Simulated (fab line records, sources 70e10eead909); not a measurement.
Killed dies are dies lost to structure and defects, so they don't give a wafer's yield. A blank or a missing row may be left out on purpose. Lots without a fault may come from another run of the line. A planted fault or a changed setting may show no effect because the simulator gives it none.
fab line records | flow nand_harc | part 1 of 2: steps 1 to 4 of 6
record lots=23 wafers=69 last_day=34
route steps=1302 shown A_STAIRCASE@677
lots that met no fault: from a run of the same line without faults
start_h: hours from the record's first day to the start of the lot's first wafer shown | wait_h: hours since the lot's step before | " the same as in the row above | L1.1+2: a row that stands for several wafers | - no value, or no start given | * or withheld: withheld | < > ~ a bound
route shown NAME@n: a module of which the file shows steps, and the number in the route of the first | usual: mean/standard deviation of fault-free wafers | same: alike in all rows | chamber/n: place in a boat | sites: the reading at each site | _std_site: their standard deviation | _edge_site: outer sites' mean less inner sites' | radius_mm: how far each site lies from the wafer's centre | mask NAME#n: copy n | behind: the tool/chamber that last shaped the wafer | hold: why the lot was held/for how many hours/how that ended | device: the transistor (n, p or np) that didn't switch | end of line: the same wafers' tests at the end of the route | a step without rows: its recipe alone | killed: dies lost to structure and defects at the first sort, not the wafer's yield | map: a wafer's dies, x killed, . not, _ none there
set.NAME: the setting as run; set.NAME@STEP: as run at that earlier step | model.NAME: the simulator's own value behind a step, which no gauge read
steps of the route over a sample of lots; a table a step, a row a wafer
services: from which hour (start_h, from the record's first day; less than 0 if before it) a tool's chamber was out of use, for how many hours, and why
## steps
# step NHARC_A_STAIRCASE_TRIM_20
# recipe time_s=211.2 o2_flow_sccm=500 ar_flow_sccm=0 bias_w=0 chemistry=O2
# usual drypump_motor_current_A=5.6/0.3 oes_product_au=1.001/0.0074 rf_vpp_V=57.7/1 showerhead_plenum_p_Torr=3.52/0.15 throttle_valve_pct=17.036/0.0098
# columns lot.wafer tool chamber start_h wait_h drypump_motor_current_A oes_product_au rf_hours_counter_h rf_vpp_V showerhead_plenum_p_Torr throttle_valve_pct
L074.2 rie_diel-02 3 347.37 0.1 5.2 1.003 42 56.9 3.61 17.029
L074.3 " 3 " " 5.2 0.996 - 59.4 3.61 17.037
L074.5 " 0 " " 5.6 1.005 - 56.5 3.32 17.028
L075.1 rie_diel-04 2 370.96 0.1 6.0 0.992 1 58.5 3.61 17.034
L075.2 " 3 " " 5.0 1.005 2 58.0 3.47 17.035
L075.4 " 0 " " 5.6 1.007 1 58.6 3.66 17.051
L076.4 rie_diel-04 3 371.61 0.1 5.0 1.006 2 56.2 3.47 17.048
L076.5 " 3 " " 5.0 0.997 - 58.0 3.47 17.033
L076.6 " 0 " " 5.6 1.006 - 58.3 3.66 17.042
L077.1 rie_diel-02 3 371.70 0.2 5.2 1.004 53 57.3 3.61 17.036
L077.2 " 0 " " 5.6 1.005 52 56.2 3.32 17.044
L077.5 " 2 " " 6.0 1.005 - 57.4 3.43 17.042
L078.1 rie_diel-02 3 392.65 0.1 5.3 0.995 60 58.7 3.60 17.040
L078.3 " 2 " " 6.0 1.007 54 57.6 3.43 17.041
L078.5 " 3 " " 5.2 0.999 - 59.6 3.60 17.036
L079.1 rie_diel-11 2 398.51 0.1 5.8 1.002 42 57.4 3.27 17.045
L079.3 " 1 " " 5.7 1.001 40 59.2 3.41 17.048
L079.5 " 3 " " 5.7 0.993 - 58.9 3.66 17.038
L080.2 rie_diel-11 2 416.84 0.1 5.8 1.001 53 56.0 3.27 17.037
L080.6 " 2 " " 5.8 1.006 - 56.6 3.27 17.041
L080.5 " 3 " " 5.7 1.005 - 57.7 3.65 17.040
L081.4 rie_diel-02 0 417.87 0.1 5.6 0.993 4 57.0 3.31 17.042
L081.1 " 1 " " 5.8 0.993 4 57.2 3.75 17.056
L081.6 " 2 " " 6.0 0.989 - 59.2 3.42 17.039
L082.1 rie_diel-11 0 431.94 0.1 5.4 1.009 47 57.5 3.31 17.042
L082.2 " 2 " " 5.8 1.010 56 57.7 3.27 17.048
L082.5 " 0 " " 5.3 1.012 - 55.1 3.31 17.041
L084.4 rie_diel-04 1 452.87 0.1 5.7 0.997 28 58.0 3.62 17.050
L084.2 " 2 " " 6.0 1.004 27 58.7 3.59 17.032
L084.6 " 0 " " 5.6 1.012 - 58.6 3.64 17.045
L083.4 rie_diel-04 3 456.63 0.1 5.0 0.995 28 57.9 3.46 17.039
L083.3 " 1 " " 5.7 0.986 29 57.1 3.62 17.023
L083.6 " 3 " " 5.0 0.996 - 57.1 3.46 17.026
L085.4 rie_diel-02 2 467.22 0.1 6.0 0.988 26 56.7 3.41 17.035
L085.3 " 0 " " 5.6 1.007 20 58.3 3.30 17.038
L085.6 " 2 " " 6.0 1.004 - 58.1 3.41 17.031
L086.3 rie_diel-02 3 470.69 0.1 5.2 0.998 22 59.4 3.59 17.024
L086.1 " 0 " " 5.7 1.005 21 59.3 3.30 17.017
L086.5 " 2 " " 6.0 0.988 - 57.6 3.41 17.030
L087.2 rie_diel-02 1 477.80 0.1 5.8 0.993 29 60.0 3.73 17.027
L087.1 " 2 " " 6.0 0.997 29 58.7 3.41 17.045
L087.5 " 1 " " 5.8 0.998 - 57.0 3.73 17.043
L088.2 rie_diel-11 2 497.49 0.1 5.8 0.994 16 56.2 3.80 17.028
L088.4 " 0 " " 5.3 1.004 22 57.6 3.30 17.028
L088.6 " 2 " " 5.8 1.004 - 58.4 3.80 17.056
L089.3 rie_diel-02 1 497.69 0.1 5.8 1.001 35 57.4 3.73 17.051
L089.1 " 2 " " 6.0 0.989 37 57.6 3.41 17.026
L089.4 " 3 " " 5.2 0.990 33 57.3 3.58 17.028
L090.1 rie_diel-11 0 513.23 0.1 5.4 1.003 25 56.3 3.29 17.038
L090.3 " 1 " " 5.8 1.013 21 58.1 3.40 17.030
L090.6 " 1 " " 5.8 1.013 - 57.0 3.40 17.018
L093.3 rie_diel-04 0 542.90 0.1 5.6 0.996 0 58.8 3.63 17.046
L093.1 " 1 " " 5.7 0.995 0 60.7 3.60 17.033
L093.5 " 0 " " 5.6 1.005 - 57.7 3.63 17.049
L092.3 rie_diel-02 0 542.91 0.1 5.6 1.004 42 56.3 3.29 17.045
L092.4 " 2 " " 6.0 0.996 52 57.7 3.40 17.052
L092.6 " 1 " " 5.8 1.000 - 58.9 3.72 17.052
L095.2 rie_diel-04 2 553.58 0.1 6.0 1.010 4 57.7 3.57 17.024
L095.1 " 3 " " 5.0 1.002 4 58.7 3.44 17.040
L095.3 " 0 " " 5.6 1.012 5 58.1 3.62 17.043
L094.2 rie_diel-04 1 574.39 0.1 5.7 0.993 12 58.3 3.59 17.044
L094.6 " 3 " " 5.0 1.005 - 57.9 3.44 17.039
L094.5 " 0 " " 5.6 1.008 - 57.3 3.62 17.011
L096.2 rie_diel-04 0 586.86 0.1 5.6 1.013 14 57.7 3.62 17.041
L096.6 " 0 " " 5.6 1.012 - 58.0 3.62 17.037
L096.5 " 1 " " 5.7 1.004 - 58.4 3.59 17.028
L097.2 rie_diel-02 0 592.11 0.1 5.6 1.002 4 55.9 3.29 17.042
L097.3 " 2 " " 6.0 1.003 1 58.9 3.39 17.031
L097.6 " 0 " " 5.6 1.011 - 57.4 3.29 17.036
# step NHARC_A_STAIRCASE_ETCH_21
# recipe target_depth_a=1000 time_s=40.5 ion_energy_ev=400 c4f8_flow_sccm=20 o2_flow_sccm=10 ar_flow_sccm=withheld rf_w=600 bias_w=1000 chemistry=C4F8/O2
# usual oes_product_au=0.952/0.017 rf_vpp_V=896/5.6
# columns lot.wafer tool chamber start_h wait_h oes_product_au rf_hours_counter_h rf_vpp_V
L074.2 rie_diel-02 3 347.71 0.3 0.931 42 899
L074.3 " 0 " " 0.950 - 888
L074.5 " 0 " " 0.945 - 889
L075.4 rie_diel-04 0 - - 0.951 1 901
L075.1 " 2 " " 0.924 2 900
L075.2 " 3 " " 0.941 2 895
L076.4 rie_diel-04 0 - - 0.941 2 900
L076.5 " 1 " " 0.952 - 901
L076.6 " 2 " " 0.941 - 900
L077.2 rie_diel-02 3 - - 0.943 53 900
L077.1 " 1 " " 0.944 44 903
L077.5 " 0 " " 0.959 - 889
L078.1 rie_diel-02 1 - - 0.955 53 902
L078.3 " 3 " " 0.944 60 899
L078.5 " 1 " " 0.951 - 903
L079.3 rie_diel-11 2 - - 0.941 42 887
L079.1 " 3 " " 0.948 42 900
L079.5 " 3 " " 0.950 - 901
L080.2 rie_diel-11 2 - - 0.941 53 886
L080.6 " 3 " " 0.951 - 900
L080.5 " 0 " " 0.960 - 888
L081.4 rie_diel-02 3 - - 0.935 6 897
L081.1 " 2 " " 0.935 6 891
L081.6 " 3 " " 0.923 - 899
L082.1 rie_diel-11 1 - - 0.974 50 892
L082.2 " 2 " " 0.982 56 885
L082.5 " 1 " " 0.968 - 892
L084.2 rie_diel-04 2 - - 0.953 27 899
L084.4 " 1 " " 0.942 28 900
L084.6 " 3 " " 0.939 - 892
L083.3 rie_diel-04 0 - - 0.957 29 900
L083.4 " 2 " " 0.934 28 899
L083.6 " 1 " " 0.952 - 899
L085.4 rie_diel-02 2 - - 0.933 26 890
L085.3 " 3 " " 0.940 21 898
L085.6 " 2 " " 0.938 - 892
L086.3 rie_diel-02 0 - - 0.947 21 888
L086.1 " 1 " " 0.945 26 902
L086.5 " 1 " " 0.946 - 902
L087.2 rie_diel-02 0 - - 0.925 24 887
L087.1 " 2 " " 0.921 29 892
L087.5 " 0 " " 0.929 - 887
L088.4 rie_diel-11 3 - - 0.977 19 901
L088.2 " 2 " " 0.963 16 906
L088.6 " 3 " " 0.992 - 901
L089.1 rie_diel-02 3 - - 0.944 33 899
L089.3 " 0 " " 0.940 31 889
L089.4 " 1 " " 0.943 35 903
L090.3 rie_diel-11 1 - - 0.977 21 891
L090.1 " 0 " " 0.959 25 888
L090.6 " 1 " " 0.955 - 891
L093.3 rie_diel-04 0 - - 0.974 0 899
L093.1 " 1 " " 0.974 0 899
L093.5 " 0 " " 0.978 - 900
L092.3 rie_diel-02 1 - - 0.953 49 903
L092.4 " 0 " " 0.971 43 887
L092.6 " 1 " " 0.951 - 902
L095.1 rie_diel-04 2 - - 0.967 4 898
L095.2 " 3 " " 0.982 4 893
L095.3 " 1 " " 0.968 6 899
L094.2 rie_diel-04 2 - - 0.975 10 899
L094.5 " 2 " " 0.971 - 898
L094.6 " 3 " " 0.956 - 893
L096.2 rie_diel-04 0 - - 0.971 15 899
L096.6 " 0 " " 0.958 - 900
L096.5 " 1 " " 0.955 - 898
L097.2 rie_diel-02 2 - - 0.932 1 890
L097.3 " 1 " " 0.944 5 902
L097.6 " 2 " " 0.934 - 892
# step NHARC_A_STAIRCASE_TRIM_26
# recipe time_s=211.2 o2_flow_sccm=500 ar_flow_sccm=0 bias_w=0 chemistry=O2
# usual drypump_motor_current_A=5.6/0.3 oes_product_au=1.001/0.0072 rf_vpp_V=57.8/0.95 showerhead_plenum_p_Torr=3.51/0.15 throttle_valve_pct=17.036/0.0086
# columns lot.wafer tool chamber start_h wait_h drypump_motor_current_A oes_product_au rf_hours_counter_h rf_vpp_V showerhead_plenum_p_Torr throttle_valve_pct
L074.2 rie_diel-02 3 - - 5.2 0.992 43 56.7 3.61 17.026
L074.3 " 3 " " 5.2 0.997 - 59.7 3.61 17.043
L074.5 " 0 " " 5.7 0.988 - 57.7 3.32 17.032
L075.2 rie_diel-04 0 - - 5.6 1.006 2 59.0 3.66 17.036
L075.1 " 1 " " 5.7 1.006 2 59.6 3.63 17.027
L075.4 " 2 " " 6.0 1.010 2 58.7 3.61 17.033
L076.4 rie_diel-04 3 - - 5.0 1.004 3 57.0 3.47 17.033
L076.5 " 2 " " 6.0 1.002 - 59.8 3.61 17.034
L076.6 " 3 " " 5.0 1.015 - 58.0 3.47 17.032
L077.2 rie_diel-02 0 - - 5.6 0.995 52 56.0 3.32 17.028
L077.1 " 1 " " 5.8 1.015 45 60.1 3.76 17.046
L077.5 " 0 " " 5.7 1.002 - 58.2 3.32 17.046
L078.1 rie_diel-02 1 - - 5.8 1.014 53 57.9 3.75 17.034
L078.3 " 2 " " 6.0 1.005 55 57.1 3.43 17.040
L078.5 " 1 " " 5.8 1.000 - 58.6 3.75 17.032
L079.1 rie_diel-11 0 - - 5.3 0.998 37 56.4 3.31 17.023
L079.3 " 3 " " 5.7 1.003 42 56.6 3.66 17.038
L079.5 " 1 " " 5.8 0.998 - 58.0 3.41 17.035
L080.2 rie_diel-11 1 - - 5.8 0.998 46 57.2 3.41 17.038
L080.5 " 2 " " 5.8 0.999 - 58.2 3.27 17.039
L080.6 " 3 " " 5.7 0.995 - 58.4 3.65 17.046
L081.4 rie_diel-02 0 - - 5.6 1.006 4 57.2 3.31 17.043
L081.1 " 2 " " 6.0 1.006 6 57.8 3.42 17.038
L081.6 " 0 " " 5.6 1.000 - 57.8 3.31 17.041
L082.2 rie_diel-11 1 - - 5.8 1.006 50 58.8 3.41 17.039
L082.1 " 3 " " 5.8 0.993 57 58.7 3.65 17.049
L082.5 " 1 " " 5.8 1.005 - 58.2 3.41 17.039
L084.2 rie_diel-04 0 - - 5.7 1.012 28 56.7 3.64 17.028
L084.4 " 2 " " 6.0 1.000 28 58.7 3.59 17.032
L084.6 " 1 " " 5.7 1.000 - 59.8 3.62 17.039
L083.4 rie_diel-04 3 - - 5.0 0.989 28 57.0 3.46 17.042
L083.3 " 0 " " 5.6 0.996 29 57.9 3.64 17.026
L083.6 " 2 " " 6.0 0.980 - 57.6 3.59 17.044
L085.4 rie_diel-02 2 - - 6.0 0.988 26 58.2 3.41 17.046
L085.3 " 1 " " 5.8 0.993 26 57.9 3.74 17.044
L085.6 " 3 " " 5.2 0.994 - 57.9 3.59 17.029
L086.1 rie_diel-02 0 - - 5.6 1.004 22 57.4 3.30 17.017
L086.3 " 1 " " 5.8 0.993 27 59.6 3.74 17.029
L086.5 " 0 " " 5.6 1.003 - 57.3 3.30 17.031
L087.1 rie_diel-02 3 - - 5.3 0.997 25 59.3 3.59 17.032
L087.2 " 1 " " 5.8 0.996 30 57.0 3.73 17.030
L087.5 " 0 " " 5.6 1.001 - 55.8 3.30 17.036
L088.2 rie_diel-11 0 - - 5.4 1.000 22 56.8 3.30 17.033
L088.4 " 1 " " 5.7 1.009 18 57.5 3.40 17.040
L088.6 " 0 " " 5.4 1.012 - 57.1 3.30 17.052
L089.3 rie_diel-02 1 - - 5.8 1.004 35 58.7 3.73 17.047
L089.1 " 2 " " 6.0 0.993 37 55.8 3.41 17.036
L089.4 " 3 " " 5.2 0.996 33 57.4 3.58 17.029
L090.3 rie_diel-11 0 - - 5.3 1.002 26 57.9 3.29 17.028
L090.1 " 1 " " 5.8 1.001 21 57.9 3.40 17.050
L090.6 " 3 " " 5.7 1.006 - 57.8 3.64 17.035
L093.1 rie_diel-04 2 - - 6.0 1.003 0 57.7 3.58 17.039
L093.3 " 0 " " 5.6 1.012 0 58.4 3.63 17.039
L093.5 " 3 " " 5.0 0.998 - 57.8 3.44 17.039
L092.4 rie_diel-02 0 - - 5.6 1.015 43 56.9 3.29 17.019
L092.3 " 2 " " 6.0 1.012 52 56.6 3.40 17.036
L092.6 " 0 " " 5.6 1.018 - 56.4 3.29 17.045
L095.2 rie_diel-04 3 - - 5.0 1.004 4 58.8 3.44 17.029
L095.1 " 0 " " 5.6 1.009 6 58.7 3.62 17.042
L095.3 " 1 " " 5.7 1.004 6 57.8 3.60 17.041
L094.2 rie_diel-04 2 - - 6.0 1.001 11 58.3 3.57 17.039
L094.5 " 1 " " 5.7 1.001 - 57.6 3.59 17.038
L094.6 " 2 " " 6.0 1.005 - 57.8 3.57 17.031
L096.2 rie_diel-04 1 - - 5.7 1.000 15 57.4 3.59 17.043
L096.5 " 0 " " 5.6 1.007 - 58.1 3.62 17.026
L096.6 " 1 " " 5.7 1.000 - 58.4 3.59 17.052
L097.3 rie_diel-02 3 - - 5.2 1.005 5 58.3 3.57 17.034
L097.2 " 1 " " 5.8 1.004 5 58.3 3.72 17.045
L097.6 " 2 " " 6.0 0.995 - 59.5 3.39 17.040
# step NHARC_A_STAIRCASE_ETCH_201
# recipe target_depth_a=1000 time_s=40.5 ion_energy_ev=400 c4f8_flow_sccm=20 o2_flow_sccm=10 ar_flow_sccm=withheld rf_w=600 bias_w=1000 chemistry=C4F8/O2
# usual oes_product_au=0.945/0.011 rf_vpp_V=896/5.3
# columns lot.wafer tool chamber start_h wait_h oes_product_au rf_hours_counter_h rf_vpp_V
L074.2 rie_diel-11 1 - - 0.948 24 893
L074.3 " 2 " " 0.944 24 887
L074.5 " 1 " " 0.951 - 894
L075.1 rie_diel-02 3 - - 0.928 54 900
L075.2 " 1 " " 0.931 45 904
L075.4 " 2 " " 0.919 49 893
L076.4 rie_diel-04 2 - - 0.936 4 898
L076.5 " 1 " " 0.929 - 899
L076.6 " 2 " " 0.944 - 899
L077.2 rie_diel-11 3 - - 0.952 32 900
L077.1 " 0 " " 0.964 29 887
L077.5 " 2 " " 0.945 - 885
L078.3 rie_diel-04 0 - - 0.946 9 900
L078.1 " 1 " " 0.938 9 899
L078.5 " 0 " " 0.948 - 900
L079.3 rie_diel-02 0 - - 0.938 0 888
L079.1 " 1 " " 0.935 0 903
L079.5 " 0 " " 0.935 - 888
L080.2 rie_diel-04 0 - - 0.957 18 901
L080.5 " 0 " " 0.948 - 899
L080.6 " 1 " " 0.952 - 899
L081.4 rie_diel-04 1 - - 0.940 19 901
L081.1 " 3 " " 0.973 19 894
L081.6 " 2 " " 0.932 - 897
L082.2 rie_diel-04 1 - - 0.931 23 899
L082.1 " 3 " " 0.931 23 894
L082.5 " 1 " " 0.926 - 900
L084.2 rie_diel-02 0 - - 0.938 17 888
L084.4 " 1 " " 0.934 23 903
L084.6 " 0 " " 0.937 - 888
L083.4 rie_diel-02 1 - - 0.956 24 904
L083.3 " 2 " " 0.940 24 892
L083.6 " 0 " " 0.944 - 889
L085.4 rie_diel-04 0 - - 0.943 35 901
L085.3 " 1 " " 0.945 37 898
L085.6 " 0 " " 0.949 - 900
L086.3 rie_diel-11 3 - - 0.952 12 898
L086.1 " 0 " " 0.937 15 887
L086.5 " 0 " " 0.943 - 885
L087.1 rie_diel-02 3 - - 0.934 27 899
L087.2 " 0 " " 0.944 27 887
L087.5 " 3 " " 0.919 - 897
L088.2 rie_diel-11 3 - - 0.939 20 899
L088.4 " 1 " " 0.938 - 890
L088.6 " 3 " " 0.936 - 901
L089.4 rie_diel-04 1 - - 0.951 48 899
L089.3 " 2 " " 0.962 49 897
L089.1 " 3 " " 0.938 47 893
L090.3 rie_diel-02 2 - - 0.930 41 892
L090.1 " 3 " " 0.949 36 899
L090.6 " 1 " " 0.940 - 903
L093.3 rie_diel-04 1 - - 0.963 1 897
L093.1 " 3 " " 0.945 1 893
L093.5 " 1 " " 0.959 - 899
L092.4 rie_diel-02 3 - - 0.950 43 898
L092.3 " 0 " " 0.952 44 887
L092.6 " 3 " " 0.949 - 898
L095.3 rie_diel-02 3 - - 0.961 45 899
L095.1 " 0 " " 0.956 45 887
L095.2 " 2 " " 0.950 55 892
L094.2 rie_diel-04 2 - - 0.957 12 897
L094.6 " 1 " " 0.944 - 899
L094.5 " 2 " " 0.947 - 897
L096.2 rie_diel-04 1 - - 0.935 18 897
L096.6 " 0 " " 0.955 - 899
L096.5 " 1 " " 0.935 - 897
L097.2 rie_diel-02 2 - - 0.955 3 891
L097.3 " 0 " " 0.949 6 888
L097.6 " 3 " " 0.940 - 898
